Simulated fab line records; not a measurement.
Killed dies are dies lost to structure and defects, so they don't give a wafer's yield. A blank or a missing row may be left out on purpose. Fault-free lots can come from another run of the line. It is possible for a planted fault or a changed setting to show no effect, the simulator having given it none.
Which tool was responsible? ; flow nand_harc ; 12 lots with 36 wafers sampled at 2 steps, on a route of 1302 steps

WHAT EACH GAUGE READ, for each wafer
NHARC_P_M2_CD_MEAS_09 targets a cd of 170 nm.
lot;measured;on;cd_nm (nm)
L075;day 6 16:31;cd_sem-02;169.3 170.4 169.7
L077;day 7 11:25;cd_sem-02;169.6 170.5 170.7
L079;day 8 16:00;cd_sem-01;169.6 170.4 169.9
L081;day 9 07:04;cd_sem-02;170.5 170.3 170.1
L084;day 10 10:24;cd_sem-02;168.5 169.7 170.5
L085;day 11 03:17;cd_sem-03;169.6 170.6 168.5
L087;day 11 20:19;cd_sem-03;168.9 168.6 169.4
L089;day 12 13:16;cd_sem-01;169.6 169.3 169.9
L091;day 13 05:50;cd_sem-01;170.5 170.5 170.3
L093;day 14 07:55;cd_sem-01;169.3 170.1 170.9
L095;day 15 00:35;cd_sem-02;170.1 170.1 170.9
L097;day 16 05:31;cd_sem-03;168.4 169.4 169.4

EACH LOT AND THE TOOL THAT RAN IT (in order: tool; ch and the chambers of the sampled wafers; start)
lot;NHARC_P_M1_DEGAS_29
L075;pvd_sputter-02, day 6 13:35
L077;pvd_sputter-02, day 7 08:23
L079;pvd_sputter-01, day 8 13:07
L081;pvd_sputter-01, day 9 04:15
L084;pvd_sputter-02, day 10 07:27
L085;pvd_sputter-02, day 11 00:19
L087;pvd_sputter-01, day 11 17:23
L089;pvd_sputter-03, day 12 10:19
L091;pvd_sputter-03, day 13 02:44
L093;pvd_sputter-03, day 14 04:50
L095;pvd_sputter-03, day 14 21:29
L097;pvd_sputter-01, day 16 02:44
- NHARC_P_M1_DEGAS_29: time 60 s.

THE ANSWER, worked out from the rows above alone
Rule: usual is defined by the lots themselves. Put in order of their means at a reading, lots are off if they are a third of the lots or fewer, leave a main group of 4 or more, and stand apart from it by a gap of 3 or more times the standard deviation of the main group's means; of several such gaps the widest counts. A main group is skipped when, at the precision printed for the reading in the tables above, its means are all equal. A lot without any number at a reading at which 4 lots or more have one is off too. All remaining lots with rows at the step are treated as sound.
No lot is off at any reading shown: from this, nothing can be told.

WHAT THE SIMULATOR HAD PUT IN
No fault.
